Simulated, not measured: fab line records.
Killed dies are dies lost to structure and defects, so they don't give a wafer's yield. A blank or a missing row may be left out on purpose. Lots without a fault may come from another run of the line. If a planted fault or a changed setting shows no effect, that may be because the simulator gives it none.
Chamber matching	flow n5Finfet	N5_HKMG_FIN_ETCH_55 on rieDiel-04 has 4 sister chambers
The step etches SOC in N2/H2, target depth 240 nm, time 300 s. 14 wafers are shown with their chamber, then 7 later ones without.

== WAFERS, EACH WITH ITS CHAMBER ==
wafer	chamber	drypumpMotorCurrentA (A)	showerheadPlenumPTorr (Torr)	throttleValvePct (%)
L074.2	2	5.8	2.51	17.87
L074.3	0	5.2	2.50	17.50
L074.6	3	6.5	2.64	17.82
L075.1	3	6.5	2.64	17.82
L075.3	1	5.4	2.61	17.55
L075.5	2	5.8	2.51	17.87
L076.2	1	5.4	2.61	17.58
L076.5	2	5.8	2.51	17.87
L076.6	1	5.4	2.61	17.58
L077.2	2	5.8	2.51	17.86
L077.3	1	5.4	2.61	17.58
L077.6	1	5.4	2.61	17.57
L085.3	0	5.2	2.49	17.52
L085.5	1	5.3	2.61	17.60

SIGNATURES, as means of the wafers listed above
reading	chamber 0	chamber 1	chamber 2	chamber 3	scatter within a chamber
drypumpMotorCurrentA	5.200	5.383	5.800	6.500	0.0289
showerheadPlenumPTorr	2.4950	2.6100	2.5100	2.6400	0.00224
throttleValvePct	17.5100	17.5767	17.8675	17.8200	0.0127
Rule: a wafer's distance from a chamber is the root of the sum, over the readings, of the square of ((its reading less the chamber's mean) divided by the reading's scatter). The wafer belongs to the nearest chamber; if the next one is less than 2 further off, it can't be placed. The scatter: take each reading less its chamber's mean, square it, sum over the shown wafers, divide by the number of wafers less the number of chambers, and take the root.

== WAFERS WITH NO CHAMBER GIVEN ==
wafer	drypumpMotorCurrentA (A)	showerheadPlenumPTorr (Torr)	throttleValvePct (%)
L085.6	5.7	2.50	17.90
L086.1	6.5	2.63	17.86
L086.3	5.3	2.61	17.61
L086.4	5.2	2.49	17.52
L088.1	6.5	2.62	17.88
L088.3	5.2	2.49	17.55
L088.4	5.3	2.60	17.62

== EACH ONE'S CHAMBER ==
wafer	from the rows above	in truth
L085.6	2	2
L086.1	3	3
L086.3	1	1
L086.4	0	0
L088.1	3	3
L088.3	0	0
L088.4	1	1
7 of 7 placed correctly. Can't be placed from these rows: 0. Number placed wrongly: 0.
